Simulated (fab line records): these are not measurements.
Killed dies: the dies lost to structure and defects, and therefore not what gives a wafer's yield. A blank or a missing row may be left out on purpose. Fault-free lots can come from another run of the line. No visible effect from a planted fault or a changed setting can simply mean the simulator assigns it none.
Problem report, 8D (eight disciplines) form, completed by code | flow n5 finfet | the parts of the form that need people (team, actions taken, sign-off) are left out

1. WHAT WENT WRONG
At N5_BEOL_M0_CVD_115, run length s averages 202.3 s over 4 wafers from 2 lots, while fault-free wafers read 143.1 s, standard deviation 0.51. So: +99 or more standard deviations from the usual mean.
The step: deposits Co from CCTBA/H2, time 120 s.
The first sign was on wafer L639.3 at day 9 18:01, on cvd co-01. Wafers with a number at this step in the record: 27, from 9 lots. Rule for "out", or "out of limits": more than 4 standard deviations from the usual mean. The rest of the wafers with a number are treated as sound.

2. WHAT IT IS, WHAT IT ISN'T
question                    | is                             | is not
which readings at this step | run length s                   | -
which lots                  | L637, L639                     | L626, L628, L629, L635, L642, L644, L648
which wafers of those lots  | L637.3, L637.4, L639.3, L639.4 | L637.5, L639.5
read on which tools         | cvd co-01                      | cvd co-02
when                        | from day 9 18:01               | up to then (13 sound wafers); but 10 sound wafers of L637, L642, L644, L648 came after

3. THE SUSPECTS, EACH WITH WHAT RULES IT OUT
Counting: a tool at a process step up to the reading stays a suspect if it ran every lot that is out. Sound lots after the first of them don't rule it out here, since some wafers of a struck lot are sound.
- cvd co-01 at N5_BEOL_M0_CVD_115 (deposits Co from CCTBA/H2, time 120 s): kept. Ran every lot that is out, first one L639 (day 9 18:01); last sound lot up to then L635 (day 8 22:08). Out on those wafers are its own readings of run length s.
- At N5_BEOL_M0_CVD_115, inside cvd co-01: chamber 1 took the wafers that are out, while their sound lot-mates went through chambers 0, 2.
After counting, what remains is cvd co-01 at N5_BEOL_M0_CVD_115.

4. THE CAUSE (what the simulator had put in)
cvd co-01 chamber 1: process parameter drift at N5_BEOL_M0_CVD_115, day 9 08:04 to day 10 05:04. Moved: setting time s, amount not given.
After counting, this tool was the only one left.

5. THE EFFECT CHAIN, in route order
Each row: a reading whose mean over the struck wafers that have a number lies more than 3 standard deviations from the usual. Readings are gone through only where the record gives a usual standard deviation; hours: the median, over the lots, of the time from a lot's start at the first step in this table giving one to that lot's start at this step; sigmas: the change measured in usual standard deviations.
hours | step               | reading      | usual   | on struck wafers | change | sigmas
0     | N5_BEOL_M0_CVD_115 | run length s | 143.1 s | 202.3            | +59.2  | +99 or more
Its process steps:
- N5_BEOL_M0_CVD_115: deposits Co from CCTBA/H2, time 120 s.
At these later measuring or inspecting steps, every struck wafer for which the step has a row has a number for every such reading, and none has moved that far: N5_BEOL_M4_RC_MEAS_101.

6. WHAT WOULD HAVE CAUGHT IT SOONER
10 hours passed between the start of the fault at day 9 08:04 and the first reading out of limits in this record, taken at day 9 18:01.
